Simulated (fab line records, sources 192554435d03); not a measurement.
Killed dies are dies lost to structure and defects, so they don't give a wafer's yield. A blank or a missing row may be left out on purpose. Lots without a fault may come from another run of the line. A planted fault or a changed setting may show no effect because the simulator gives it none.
fab line records | flow n5_finfet | part 1 of 2: steps 1 to 3 of 6
record lots=18 wafers=54 last_day=18
route steps=1938 shown FIN_SAQP@120
lots that met no fault: from a run of the same line without faults
start_h: hours from the record's first day to the start of the lot's first wafer shown | wait_h: hours since the lot's step before | " the same as in the row above | L1.1+2: a row that stands for several wafers | - no value, or no start given | * or withheld: withheld | < > ~ a bound
route shown NAME@n: a module of which the file shows steps, and the number in the route of the first | usual: mean/standard deviation of fault-free wafers | same: alike in all rows | chamber/n: place in a boat | sites: the reading at each site | _std_site: their standard deviation | _edge_site: outer sites' mean less inner sites' | radius_mm: how far each site lies from the wafer's centre | mask NAME#n: copy n | behind: the tool/chamber that last shaped the wafer | hold: why the lot was held/for how many hours/how that ended | device: the transistor (n, p or np) that didn't switch | end of line: the same wafers' tests at the end of the route | a step without rows: its recipe alone | killed: dies lost to structure and defects at the first sort, not the wafer's yield | map: a wafer's dies, x killed, . not, _ none there
set.NAME: the setting as run; set.NAME@STEP: as run at that earlier step | model.NAME: the simulator's own value behind a step, which no gauge read
steps of the route over a sample of lots; a table a step, a row a wafer
services: from which hour (start_h, from the record's first day; less than 0 if before it) a tool's chamber was out of use, for how many hours, and why
## steps
# step N5_FIN_SAQP_MANDREL_ETCH_22
# recipe target_depth_a=600 chemistry=HBr/Cl2 target=a-Si stop_on=SiNx bt_time_s=10 over_etch_frac=0.5 time_s=30 pressure_mtorr=10 icp_w=800 bias_w=75 HBr_flow_sccm=150 Cl2_flow_sccm=80 ends=end_point
# usual HBr_flow_sccm=150.0/0.49 chamber_pressure_mTorr=10.000/0.01 drypump_motor_current_A=5.5/0.46 mfc_cl2_sccm=80.04/0.25 oes_product_au=0.768/0.013 throttle_valve_pct=35.4/0.45
# columns lot.wafer tool chamber start_h wait_h HBr_flow_sccm chamber_pressure_mTorr drypump_motor_current_A mfc_cl2_sccm oes_product_au rf_hours_counter_h throttle_valve_pct
L074.1 rie_si-03 2 24.26 0.0 149.7 9.992 5.5 80.36 0.765 29 36.3
L074.4 " 3 " " 150.9 9.984 5.9 79.87 0.750 6 35.5
L074.5 " 3 " " 150.7 9.998 5.9 80.25 0.766 - 35.5
L075.3 rie_si-03 1 29.14 0.0 150.8 9.995 4.6 80.03 0.780 105 35.0
L075.4 " 0 " " 150.1 10.017 5.9 80.04 0.772 22 34.7
L075.6 " 1 " " 150.9 9.995 4.7 80.31 0.801 - 35.0
L076.2 rie_si-05 0 34.65 0.0 150.5 9.994 5.8 79.82 0.777 92 35.6
L076.3 " 3 " " 150.2 10.001 5.2 80.12 0.759 73 35.6
L076.5 " 1 " " 150.3 10.010 5.2 80.54 0.785 - 35.7
L077.2 rie_si-03 1 40.75 0.0 150.0 10.011 4.7 79.86 0.767 105 35.0
L077.3 " 0 " " 150.3 10.005 5.9 80.16 0.765 22 34.7
L077.5 " 2 " " 150.3 9.995 5.6 80.32 0.755 - 36.3
L078.1 rie_si-03 1 46.39 0.0 150.1 9.998 4.7 80.30 0.765 105 35.0
L078.2 " 3 " " 149.5 10.010 5.9 80.31 0.755 6 35.5
L078.6 " 2 " " 150.4 9.998 5.6 79.92 0.783 - 36.3
L081.2 rie_si-05 0 65.02 0.0 149.1 10.000 5.8 79.90 0.786 93 35.6
L081.5 " 3 " " 150.2 9.988 5.2 79.73 0.766 - 35.6
L081.6 " 2 " " 150.1 10.000 5.5 79.53 0.757 - 34.7
L082.1 rie_si-05 2 70.25 0.0 149.9 10.011 5.5 80.20 0.763 0 34.7
L082.2 " 1 " " 149.8 10.012 5.3 80.30 0.771 3 35.7
L082.3 " 3 " " 150.3 10.010 5.2 79.77 0.765 74 35.5
L083.4 rie_si-05 1 76.78 0.0 150.5 9.989 5.3 79.94 0.782 3 35.7
L083.5 " 0 " " 150.0 10.003 5.8 80.12 0.777 - 35.6
L083.6 " 3 " " 150.3 10.004 5.2 80.35 0.766 - 35.5
L084.2 rie_si-04 2 82.65 0.0 150.1 9.992 5.3 79.93 0.766 148 35.0
L084.3 " 3 " " 149.5 10.001 5.5 80.04 0.772 83 35.8
L084.4 " 3 " " 149.3 10.015 5.6 80.32 0.770 - 35.8
L085.4 rie_si-03 0 90.26 0.0 149.9 9.998 5.9 80.19 0.769 23 34.7
L085.5 " 3 " " 150.8 10.001 5.9 79.94 0.753 - 35.5
L085.6 " 0 " " 149.7 10.004 5.9 80.06 0.781 - 34.7
L087.2 rie_si-04 3 100.54 0.0 149.7 10.009 5.5 79.56 0.757 84 35.8
L087.3 " 0 " " 150.2 9.988 5.6 80.04 0.744 4 35.4
L087.6 " 2 " " 150.2 9.996 5.2 80.00 0.767 - 35.0
L088.1 rie_si-05 0 106.58 0.0 149.6 10.007 5.9 80.13 0.778 94 35.6
L088.3 " 3 " " 150.3 10.001 5.2 80.01 0.750 75 35.6
L088.4 " 1 " " 150.2 10.010 5.3 79.71 0.783 3 35.7
L089.3 rie_si-04 2 111.89 0.0 150.5 10.013 5.2 80.41 0.759 149 35.0
L089.4 " 3 " " 150.3 10.007 5.5 79.21 0.767 - 35.8
L089.5 " 2 " " 149.2 10.000 5.2 80.21 0.770 - 35.0
L091.2 rie_si-04 0 126.57 0.0 149.5 10.001 5.5 79.94 0.755 4 35.4
L091.4 " 3 " " 150.0 9.999 5.5 80.02 0.774 84 35.8
L091.5 " 2 " " 149.7 10.004 5.2 79.77 0.769 - 35.0
L092.1 rie_si-04 1 131.88 0.0 150.0 10.001 6.7 80.57 0.784 0 35.2
L092.4 " 3 " " 150.6 9.992 5.5 80.15 0.761 85 35.8
L092.6 " 3 " " 150.2 9.983 5.5 79.70 0.766 - 35.8
L093.1 rie_si-04 2 138.69 0.0 149.5 10.030 5.2 80.40 0.770 150 35.0
L093.2 " 1 " " 149.5 9.994 6.7 80.27 0.791 0 35.2
L093.6 " 1 " " 149.7 10.007 6.6 80.30 0.812 - 35.2
L095.1 rie_si-05 2 148.59 0.0 150.2 10.006 5.5 79.85 0.751 2 34.7
L095.3 " 0 " " 150.1 10.018 5.9 79.71 0.789 95 35.6
L095.5 " 1 " " 151.1 9.998 5.2 80.26 0.783 - 35.7
L097.1 rie_si-05 3 160.71 0.0 150.0 10.013 5.2 79.86 0.762 76 35.5
L097.2 " 2 " " 150.9 10.010 5.4 79.70 0.750 2 34.7
L097.4 " 1 " " 150.3 9.992 5.3 80.03 0.791 4 35.7
# step N5_FIN_SAQP_ETCH_57
# recipe chemistry=CH3F/O2 target=SiNx mask_material=SiO2 target_depth_a=325 time_s=46.4 pressure_mtorr=30 source_w=395 bias_w=73 Ar_flow_sccm=150 CH3F_flow_sccm=30 O2_flow_sccm=20 ion_energy_ev=120 ends=cleared
# usual chamber_pressure_mTorr=30.000/0.027 drypump_motor_current_A=5.6/0.54 etch_rf_on_time_s=46.2/1.2 oes_product_au=0.67/0.072 rf_vpp_V=296/6.7 showerhead_plenum_p_Torr=2.00/0.067 throttle_valve_pct=16.28/0.21
# columns lot.wafer tool chamber start_h wait_h chamber_pressure_mTorr drypump_motor_current_A etch_rf_on_time_s oes_product_au rf_hours_counter_h rf_vpp_V showerhead_plenum_p_Torr throttle_valve_pct
L074.1 rie_diel-05 1 26.09 0.1 30.011 5.4 46.9 0.62 182 287 2.00 16.34
L074.4 " 1 " " 30.025 5.4 47.6 0.62 - 286 2.00 16.33
L074.5 " 2 " " 30.007 6.5 47.7 0.59 - 297 1.90 16.48
L075.3 rie_diel-06 3 30.91 0.0 30.005 5.7 45.5 0.63 194 296 1.98 16.20
L075.4 " 2 " " 30.009 6.4 46.3 0.59 224 301 1.89 16.45
L075.6 " 0 " " 29.981 4.8 45.0 0.82 - 305 1.95 15.96
L076.2 rie_diel-02 1 36.68 0.0 30.029 5.3 46.2 0.67 132 303 2.02 16.25
L076.3 " 3 " " 29.993 6.4 45.2 0.63 154 285 1.99 16.39
L076.5 " 3 " " 29.972 6.4 45.3 0.64 - 289 1.99 16.40
L077.2 rie_diel-02 2 42.52 0.0 30.049 4.7 45.6 0.72 70 300 2.10 15.92
L077.3 " 1 " " 29.960 5.3 45.9 0.67 134 304 2.02 16.27
L077.5 " 1 " " 30.010 5.3 45.9 0.67 - 303 2.02 16.25
L078.1 rie_diel-02 3 48.60 0.2 29.995 6.4 44.5 0.63 158 286 1.99 16.39
L078.2 " 2 " " 29.984 4.7 47.1 0.71 72 300 2.10 15.93
L078.6 " 1 " " 30.002 5.3 46.6 0.66 - 303 2.02 16.27
L081.2 rie_diel-02 3 67.24 0.4 30.017 6.5 46.1 0.63 165 288 1.99 16.41
L081.5 " 2 " " 29.992 4.7 46.0 0.70 - 299 2.10 15.95
L081.6 " 1 " " 30.045 5.3 47.7 0.66 - 303 2.02 16.27
L082.1 rie_diel-06 3 72.55 0.1 30.018 5.7 45.4 0.61 212 296 1.97 16.25
L082.2 " 2 " " 30.051 6.4 46.0 0.58 243 301 1.88 16.48
L082.3 " 1 " " 30.043 5.5 45.1 0.61 197 285 2.07 16.74
L083.4 rie_diel-06 2 78.94 0.0 29.962 6.4 45.2 0.57 245 302 1.88 16.47
L083.5 " 2 " " 29.989 6.4 46.8 0.58 - 301 1.88 16.48
L083.6 " 3 " " 29.976 5.7 45.1 0.61 - 296 1.97 16.25
L084.2 rie_diel-02 3 84.86 0.0 30.014 6.4 45.8 0.62 171 287 1.98 16.42
L084.3 " 1 " " 30.031 5.3 45.4 0.66 148 303 2.02 16.28
L084.4 " 0 " " 29.968 5.5 45.5 0.70 94 294 2.02 16.16
L085.4 rie_diel-05 1 93.34 0.1 30.055 5.5 48.7 0.60 - 286 1.99 16.39
L085.5 " 3 " " 30.007 5.7 46.8 0.60 - 302 1.96 16.66
L085.6 " 0 " " 30.003 5.5 46.7 0.71 - 297 1.94 16.10
L087.2 rie_diel-02 0 102.66 0.1 29.986 5.5 44.5 0.71 100 293 2.01 16.17
L087.3 " 1 " " 29.977 5.3 44.2 0.65 155 304 2.01 16.28
L087.6 " 0 " " 30.044 5.5 45.7 0.70 - 294 2.01 16.16
L088.1 rie_diel-05 0 108.35 0.0 30.037 5.4 46.5 0.71 88 298 1.93 16.11
L088.3 " 3 " " 29.936 5.7 46.1 0.59 245 302 1.95 16.65
L088.4 " 1 " " 30.020 5.4 46.6 0.59 216 286 1.99 16.41
L089.3 rie_diel-05 3 113.74 0.0 29.961 5.7 46.0 0.59 246 301 1.95 16.66
L089.4 " 3 " " 29.989 5.7 44.8 0.59 - 303 1.95 16.65
L089.5 " 0 " " 29.991 5.4 47.1 0.70 - 296 1.93 16.14
L091.2 rie_diel-05 1 128.36 0.0 30.001 5.4 46.1 0.59 223 284 1.99 16.42
L091.4 " 2 " " 30.035 6.5 46.8 0.78 - 301 2.14 16.12
L091.5 " 0 " " 30.011 5.4 46.6 0.69 - 298 1.93 16.14
L092.1 rie_diel-05 2 133.82 0.1 29.984 6.4 47.9 0.78 14 301 2.14 16.14
L092.4 " 1 " " 30.096 5.5 48.1 0.59 - 286 1.99 16.42
L092.6 " 0 " " 30.016 5.4 46.7 0.68 - 297 1.93 16.16
L093.1 rie_diel-02 1 140.57 0.0 30.017 5.3 47.5 0.65 159 304 2.01 16.29
L093.2 " 2 " " 30.010 4.7 48.5 0.68 105 300 2.09 16.00
L093.6 " 0 " " 29.959 5.5 46.4 0.69 - 293 2.01 16.20
L095.1 rie_diel-05 3 150.69 0.3 30.004 5.7 46.9 0.81 3 302 1.95 16.27
L095.3 " 2 " " 30.015 6.5 46.9 0.76 21 301 2.13 16.15
L095.5 " 0 " " 29.975 5.4 45.0 0.68 - 296 1.93 16.17
L097.1 rie_diel-05 1 162.48 0.0 29.986 5.5 45.1 0.58 238 287 1.98 16.42
L097.2 " 2 " " 30.017 6.5 45.7 0.76 26 300 2.13 16.16
L097.4 " 0 " " 29.973 5.4 46.7 0.68 107 298 1.93 16.16
# step N5_FIN_SAQP_STRIP_70
# recipe chemistry=N2/H2 power_w=500 temp_c=40 pressure_mtorr=50 rf_frequency_hz=6e+07 overash_fraction=0.3 bias_power_w=28 h2_frac=0.5 n2_flow_sccm=300 h2_flow_sccm=300
# usual chamber_pressure_mTorr=50.00/0.044 drypump_motor_current_A=5.7/0.5 n2_flow_sccm=299.9/0.93 oes_product_au=0.77/0.089 rf_vpp_V=121.9/0.97 showerhead_plenum_p_Torr=3.35/0.1 throttle_valve_pct=18.9/0.44
# columns lot.wafer tool chamber start_h wait_h chamber_pressure_mTorr drypump_motor_current_A n2_flow_sccm oes_product_au rf_hours_counter_h rf_vpp_V showerhead_plenum_p_Torr throttle_valve_pct
L074.1 rie_diel-05 3 26.86 0.0 49.94 5.7 299.9 0.71 213 120.4 3.33 19.6
L074.4 " 1 " " 50.04 5.5 300.0 0.73 - 122.5 3.33 19.0
L074.5 " 2 " " 50.02 6.5 300.5 0.69 - 120.4 3.18 19.1
L075.3 rie_diel-05 0 32.01 0.0 49.96 5.4 299.7 0.85 57 122.7 3.30 19.1
L075.4 " 3 " " 50.07 5.7 299.1 0.71 215 121.3 3.33 19.6
L075.6 " 0 " " 49.95 5.4 299.4 0.86 - 121.4 3.30 19.1
L076.2 rie_diel-05 0 37.45 0.0 50.09 5.5 299.4 0.86 60 122.2 3.30 19.2
L076.3 " 1 " " 50.05 5.4 300.5 0.73 187 123.0 3.33 19.0
L076.5 " 2 " " 49.98 6.5 300.8 0.70 - 120.7 3.18 19.1
L077.2 rie_diel-02 2 43.29 0.0 50.03 4.7 299.0 0.84 70 123.7 3.51 18.0
L077.3 " 3 " " 50.03 6.5 299.7 0.75 156 120.2 3.36 18.6
L077.5 " 2 " " 50.08 4.7 299.1 0.83 - 123.2 3.51 18.0
L078.1 rie_diel-06 3 49.46 0.0 49.97 5.7 299.9 0.74 202 121.7 3.29 18.5
L078.2 " 2 " " 50.00 6.4 301.0 0.69 232 120.1 3.18 18.5
L078.6 " 1 " " 49.99 5.6 300.4 0.71 - 124.3 3.44 18.6
L081.2 rie_diel-02 1 68.01 0.0 50.02 5.3 300.7 0.77 143 121.5 3.36 18.7
L081.5 " 1 " " 49.97 5.3 299.4 0.77 - 122.2 3.36 18.7
L081.6 " 0 " " 50.06 5.5 301.2 0.82 - 122.2 3.42 18.8
L082.1 rie_diel-02 1 73.38 0.0 50.02 5.3 298.4 0.76 145 122.9 3.36 18.7
L082.2 " 0 " " 49.98 5.6 300.7 0.81 90 122.2 3.42 18.8
L082.3 " 2 " " 50.01 4.7 299.5 0.81 80 122.4 3.51 18.0
L083.4 rie_diel-05 0 79.71 0.0 49.93 5.5 300.0 0.83 74 120.2 3.29 19.2
L083.5 " 3 " " 49.98 5.7 298.1 0.70 - 121.1 3.32 19.7
L083.6 " 2 " " 50.00 6.5 298.6 0.67 - 121.9 3.17 19.2
L084.2 rie_diel-06 0 85.63 0.0 49.95 4.8 301.5 0.92 23 123.9 3.32 19.5
L084.3 " 2 " " 50.00 6.4 298.9 0.68 248 122.3 3.17 18.6
L084.4 " 3 " " 49.98 5.7 298.9 0.73 217 122.5 3.28 18.5
L085.4 rie_diel-06 3 94.13 0.0 49.99 5.7 299.0 0.72 - 122.3 3.28 18.5
L085.5 " 3 " " 50.02 5.7 299.9 0.72 - 121.9 3.28 18.5
L085.6 " 1 " " 50.03 5.6 300.8 0.71 - 122.9 3.43 18.6
L087.2 rie_diel-06 3 103.49 0.0 50.01 5.7 299.5 0.71 227 122.9 3.28 18.5
L087.3 " 1 " " 50.03 5.5 300.1 0.70 - 122.4 3.42 18.6
L087.6 " 1 " " 49.94 5.5 300.0 0.70 - 120.0 3.42 18.6
L088.1 rie_diel-06 3 109.40 0.0 50.01 5.7 300.3 0.71 230 122.4 3.28 18.5
L088.3 " 1 " " 49.93 5.5 298.7 0.70 214 122.1 3.42 18.6
L088.4 " 1 " " 49.99 5.5 299.3 0.70 - 121.7 3.42 18.6
L089.3 rie_diel-06 0 114.51 0.0 49.95 4.8 301.3 0.89 27 121.8 3.32 19.6
L089.4 " 3 " " 49.94 5.7 299.7 0.71 232 122.4 3.28 18.5
L089.5 " 2 " " 50.01 6.4 298.7 0.99 - 122.4 3.57 18.2
L091.2 rie_diel-05 0 129.18 0.0 49.99 5.5 298.8 0.81 95 119.9 3.28 19.2
L091.4 " 1 " " 50.02 5.5 297.9 0.70 - 123.2 3.31 19.1
L091.5 " 2 " " 50.03 6.5 299.7 0.95 - 122.5 3.57 18.9
L092.1 rie_diel-06 1 134.59 0.0 49.94 5.5 299.8 0.69 223 123.6 3.42 18.7
L092.4 " 2 " " 50.01 6.4 299.9 0.96 10 122.6 3.57 18.2
L092.6 " 0 " " 49.99 4.9 302.0 0.90 - 120.8 3.32 19.6
L093.1 rie_diel-06 2 141.34 0.0 49.97 6.4 298.5 0.97 11 122.5 3.57 18.2
L093.2 " 3 " " 49.95 5.7 300.1 0.70 240 121.6 3.27 18.5
L093.6 " 1 " " 49.98 5.6 300.9 0.70 - 121.7 3.42 18.7
L095.1 rie_diel-02 0 151.57 0.0 50.01 5.5 300.6 0.78 120 121.4 3.40 18.8
L095.3 " 1 " " 50.00 5.3 299.2 0.75 164 120.7 3.35 18.8
L095.5 " 0 " " 49.98 5.5 299.8 0.78 - 122.3 3.40 18.8
L097.1 rie_diel-06 3 163.29 0.0 50.00 5.7 299.2 0.69 247 121.7 3.27 18.5
L097.2 " 1 " " 50.12 5.6 298.6 0.69 232 120.9 3.41 18.7
L097.4 " 0 " " 50.05 4.9 300.6 0.88 43 120.5 3.31 19.6
